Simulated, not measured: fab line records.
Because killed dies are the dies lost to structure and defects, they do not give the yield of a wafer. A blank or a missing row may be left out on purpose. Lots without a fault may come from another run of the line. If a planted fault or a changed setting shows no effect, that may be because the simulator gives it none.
Matching of chambers / flow n5 finfet / rie diel-01 running N5_BEOL_M8_VIA_ETCH_34: 4 sister chambers
The step etches SiCOH lowk in C4F6/O2, target depth 125.5 nm, time 50.5 s. 16 wafers are shown with their chamber, then 8 later ones without.

## EACH WAFER AND ITS CHAMBER
wafer=L075.2; chamber=0; throttle valve pct (%)=21.3; showerhead plenum p Torr (Torr)=2.94; oes_f_703_au (a.u.)=0.69
wafer=L075.4; chamber=3; throttle valve pct (%)=20.6; showerhead plenum p Torr (Torr)=2.78; oes_f_703_au (a.u.)=0.85
wafer=L075.6; chamber=0; throttle valve pct (%)=21.3; showerhead plenum p Torr (Torr)=2.93; oes_f_703_au (a.u.)=0.69
wafer=L080.1; chamber=0; throttle valve pct (%)=21.3; showerhead plenum p Torr (Torr)=2.93; oes_f_703_au (a.u.)=0.69
wafer=L080.4; chamber=2; throttle valve pct (%)=21.3; showerhead plenum p Torr (Torr)=2.71; oes_f_703_au (a.u.)=0.73
wafer=L080.6; chamber=0; throttle valve pct (%)=21.3; showerhead plenum p Torr (Torr)=2.93; oes_f_703_au (a.u.)=0.69
wafer=L081.1; chamber=0; throttle valve pct (%)=21.3; showerhead plenum p Torr (Torr)=2.93; oes_f_703_au (a.u.)=0.69
wafer=L081.3; chamber=2; throttle valve pct (%)=21.3; showerhead plenum p Torr (Torr)=2.70; oes_f_703_au (a.u.)=0.73
wafer=L081.4; chamber=1; throttle valve pct (%)=20.9; showerhead plenum p Torr (Torr)=2.75; oes_f_703_au (a.u.)=0.82
wafer=L082.3; chamber=1; throttle valve pct (%)=20.9; showerhead plenum p Torr (Torr)=2.75; oes_f_703_au (a.u.)=0.82
wafer=L082.4; chamber=3; throttle valve pct (%)=20.6; showerhead plenum p Torr (Torr)=2.77; oes_f_703_au (a.u.)=0.84
wafer=L082.6; chamber=3; throttle valve pct (%)=20.5; showerhead plenum p Torr (Torr)=2.77; oes_f_703_au (a.u.)=0.84
wafer=L085.2; chamber=2; throttle valve pct (%)=21.3; showerhead plenum p Torr (Torr)=2.70; oes_f_703_au (a.u.)=0.73
wafer=L085.3; chamber=0; throttle valve pct (%)=21.3; showerhead plenum p Torr (Torr)=2.93; oes_f_703_au (a.u.)=0.69
wafer=L085.4; chamber=1; throttle valve pct (%)=20.9; showerhead plenum p Torr (Torr)=2.75; oes_f_703_au (a.u.)=0.81
wafer=L092.1; chamber=1; throttle valve pct (%)=20.9; showerhead plenum p Torr (Torr)=2.74; oes_f_703_au (a.u.)=0.80

SIGNATURES (means of the wafers above)
reading=throttle valve pct; chamber 0=21.300; chamber 1=20.900; chamber 2=21.300; chamber 3=20.567; scatter within a chamber=0.0236
reading=showerhead plenum p Torr; chamber 0=2.9317; chamber 1=2.7475; chamber 2=2.7033; chamber 3=2.7733; scatter within a chamber=0.00493
reading=oes_f_703_au; chamber 0=0.6900; chamber 1=0.8125; chamber 2=0.7300; chamber 3=0.8433; scatter within a chamber=0.00534
Rule: for a wafer and a chamber, the distance is found by dividing, reading by reading, the gap between the wafer's reading and the chamber's mean by the reading's scatter, squaring, summing and taking the root. If the next closest chamber is less than 2 further off than the closest, the wafer can't be placed; otherwise it belongs to the closest. The scatter: the root of (the sum of the squares of (reading less its chamber's mean) over the shown wafers, divided by (wafers less chambers)).

## WAFERS WHOSE CHAMBER IS MISSING
wafer=L092.2; throttle valve pct (%)=21.3; showerhead plenum p Torr (Torr)=2.69; oes_f_703_au (a.u.)=0.72
wafer=L092.6; throttle valve pct (%)=20.9; showerhead plenum p Torr (Torr)=2.92; oes_f_703_au (a.u.)=0.98
wafer=L094.1; throttle valve pct (%)=21.0; showerhead plenum p Torr (Torr)=2.92; oes_f_703_au (a.u.)=0.97
wafer=L094.2; throttle valve pct (%)=20.6; showerhead plenum p Torr (Torr)=2.76; oes_f_703_au (a.u.)=0.81
wafer=L094.5; throttle valve pct (%)=20.9; showerhead plenum p Torr (Torr)=2.92; oes_f_703_au (a.u.)=0.96
wafer=L096.2; throttle valve pct (%)=20.6; showerhead plenum p Torr (Torr)=2.76; oes_f_703_au (a.u.)=0.81
wafer=L096.4; throttle valve pct (%)=21.3; showerhead plenum p Torr (Torr)=2.69; oes_f_703_au (a.u.)=0.72
wafer=L096.5; throttle valve pct (%)=20.9; showerhead plenum p Torr (Torr)=2.92; oes_f_703_au (a.u.)=0.97

## CHAMBER TAKEN BY EACH
wafer=L092.2; from the rows above=2; in truth=2
wafer=L092.6; from the rows above=3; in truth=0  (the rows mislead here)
wafer=L094.1; from the rows above=3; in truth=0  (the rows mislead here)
wafer=L094.2; from the rows above=3; in truth=3
wafer=L094.5; from the rows above=3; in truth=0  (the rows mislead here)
wafer=L096.2; from the rows above=3; in truth=3
wafer=L096.4; from the rows above=2; in truth=2
wafer=L096.5; from the rows above=3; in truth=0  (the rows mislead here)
4 of 8 placed correctly. From these rows, 0 cannot be placed. Wrongly placed: 4.
